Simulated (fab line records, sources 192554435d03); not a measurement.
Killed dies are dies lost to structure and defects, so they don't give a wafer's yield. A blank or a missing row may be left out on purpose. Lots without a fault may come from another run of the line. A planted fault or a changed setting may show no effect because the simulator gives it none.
Which tool did it? | flow n5_finfet | 11 lots, 32 wafers sampled, at 4 steps of a route of 1938

WHAT THE GAUGES READ, wafer by wafer
N5_BEOL_M14_OCD_MEAS_35.
lot  | measured     | on     | trench_depth_nm (nm)
L704 | day 10 20:28 | ocd-02 | 560 576 576
L705 | day 11 12:23 | ocd-02 | 545 552 559
L707 | day 12 00:31 | ocd-01 | 554 560 559
L708 | day 12 11:36 | ocd-02 | 548 556 555
L709 | day 12 12:43 | ocd-02 | 557 557 555
L711 | day 12 16:55 | ocd-02 | 567 545 561
L712 | day 13 05:51 | ocd-01 | 546 552
L714 | day 13 20:30 | ocd-02 | 573 544 558
L718 | day 14 22:04 | ocd-01 | 562 560 569
L724 | day 16 04:28 | ocd-02 | 552 564 552
L726 | day 16 21:30 | ocd-02 | 561 563 559

N5_BEOL_M15_INSPECT_12: inspects for defects (macro).
lot  | measured     | on                | raw_defect_count
L704 | day 10 23:28 | defect_inspect-01 | 1 0 1
L705 | day 11 15:37 | defect_inspect-01 | 1 1 3
L707 | day 12 08:13 | defect_inspect-01 | 1 2 5
L708 | day 12 14:22 | defect_inspect-02 | 2 1 2
L709 | day 12 17:55 | defect_inspect-01 | 2 3 0
L711 | day 12 20:51 | defect_inspect-01 | 4 5 1
L712 | day 13 09:19 | defect_inspect-02 | 3 2
L714 | day 14 03:12 | defect_inspect-01 | 2 2 3
L718 | day 15 01:16 | defect_inspect-02 | >300 >300 >300
L724 | day 16 08:33 | defect_inspect-02 | >300 >300 >300
L726 | day 17 00:31 | defect_inspect-02 | 0 5 0

WHICH TOOL RAN EACH LOT (tool, then ch and the chambers of the sampled wafers, then the start)
lot  | N5_BEOL_M14_SPUTTER_45       | N5_BEOL_M15_ILD_DEP_00
L704 | pvd_sputter-03, day 10 21:15 | pecvd-04 ch 0,1,2, day 10 22:44
L705 | pvd_sputter-03, day 11 13:47 | pecvd-01 ch 0,1,2, day 11 14:53
L707 | pvd_sputter-02, day 12 06:23 | pecvd-04 ch 0,1,2, day 12 07:29
L708 | pvd_sputter-03, day 12 12:32 | pecvd-04 ch 1,2, day 12 13:39
L709 | pvd_sputter-03, day 12 15:54 | pecvd-04 ch 0,1,2, day 12 17:11
L711 | pvd_sputter-03, day 12 19:09 | pecvd-04 ch 0,1,2, day 12 20:14
L712 | pvd_sputter-03, day 13 07:37 | pecvd-02 ch 1,2, day 13 08:43
L714 | pvd_sputter-01, day 14 01:04 | pecvd-01 ch 0,1,2, day 14 02:35
L718 | pvd_sputter-01, day 14 23:02 | pecvd-02 ch 1,2, day 15 00:39
L724 | pvd_sputter-01, day 16 06:35 | pecvd-02 ch 0,1, day 16 07:56
L726 | pvd_sputter-03, day 16 22:40 | pecvd-04 ch 0,2, day 16 23:47
- N5_BEOL_M14_SPUTTER_45: material Cu, target thk 100 nm, time 16.67 s.
- N5_BEOL_M15_ILD_DEP_00: deposits SiO2 from TEOS/O2, target thk 1629.3 nm, time 346.1 s.

WHAT THE TOOLS THEMSELVES READ (means of the sampled wafers that have a number; where no wafer has one, the mark that the record gives instead)
N5_BEOL_M14_SPUTTER_45.
lot  | tool           | cathode_dc_power_W (W) | throttle_valve_pct (%)
L704 | pvd_sputter-03 | 25999                  | 30.1
L705 | pvd_sputter-03 | 26001                  | 30.2
L707 | pvd_sputter-02 | 26003                  | 29.2
L708 | pvd_sputter-03 | 26001                  | 31.4
L709 | pvd_sputter-03 | 26003                  | 30.2
L711 | pvd_sputter-03 | 25998                  | 30.8
L712 | pvd_sputter-03 | 25996                  | 31.1
L714 | pvd_sputter-01 | 26002                  | 30.2
L718 | pvd_sputter-01 | 26001                  | 29.7
L724 | pvd_sputter-01 | 26003                  | 30.2
L726 | pvd_sputter-03 | 26000                  | 30.8

N5_BEOL_M15_ILD_DEP_00.
lot  | tool     | heater_power_w (W) | showerhead_plenum_p_Torr (Torr) | throttle_valve_pct (%)
L704 | pecvd-04 | 629                | 8.315                           | 19.0
L705 | pecvd-01 | 622                | 8.338                           | 18.4
L707 | pecvd-04 | 607                | 8.338                           | 19.0
L708 | pecvd-04 | 667                | 8.343                           | 19.0
L709 | pecvd-04 | 607                | 8.331                           | 19.1
L711 | pecvd-04 | 643                | 8.341                           | 19.0
L712 | pecvd-02 | 520                | 8.322                           | 18.2
L714 | pecvd-01 | 586                | 8.333                           | 18.3
L718 | pecvd-02 | 439                | 8.332                           | 17.9
L724 | pecvd-02 | 516                | 8.341                           | 18.9
L726 | pecvd-04 | 619                | 8.316                           | 19.0

THE ANSWER, worked out from the rows above alone
Rule: what is usual is taken from the lots themselves. Put in order of their means at a reading, lots are off if they are a third of the lots or fewer, leave a main group of 4 or more, and stand apart from it by a gap of 3 or more times the standard deviation of the main group's means; of several such gaps the widest counts. A main group whose means are all the same, to the digits that the tables above print for the reading, isn't used. A lot without any number at a reading at which 4 lots or more have one is off too. The other lots that the step has rows for count as sound. The gauges are gone through in route order, then the tools' own readings, and for those a lot's mean is taken as printed above. The first step at which some lot is off is used, and at that step the reading that is off furthest; a lot without a number counts as furthest.
Off: L718, L724, at N5_BEOL_M15_INSPECT_12 (raw_defect_count). Without a number there: L718, L724. The main group: mean 2, standard deviation 0.73.
A tool fits if, at a process step before that reading, it ran every lot that is off, and no sound lot after the first of them. The gauges at N5_BEOL_M15_INSPECT_12 are tried like those tools. Can't be told from this: 2 tools fit, pvd_sputter-01 at N5_BEOL_M14_SPUTTER_45, pecvd-02 at N5_BEOL_M15_ILD_DEP_00.

WHAT THE SIMULATOR HAD PUT IN
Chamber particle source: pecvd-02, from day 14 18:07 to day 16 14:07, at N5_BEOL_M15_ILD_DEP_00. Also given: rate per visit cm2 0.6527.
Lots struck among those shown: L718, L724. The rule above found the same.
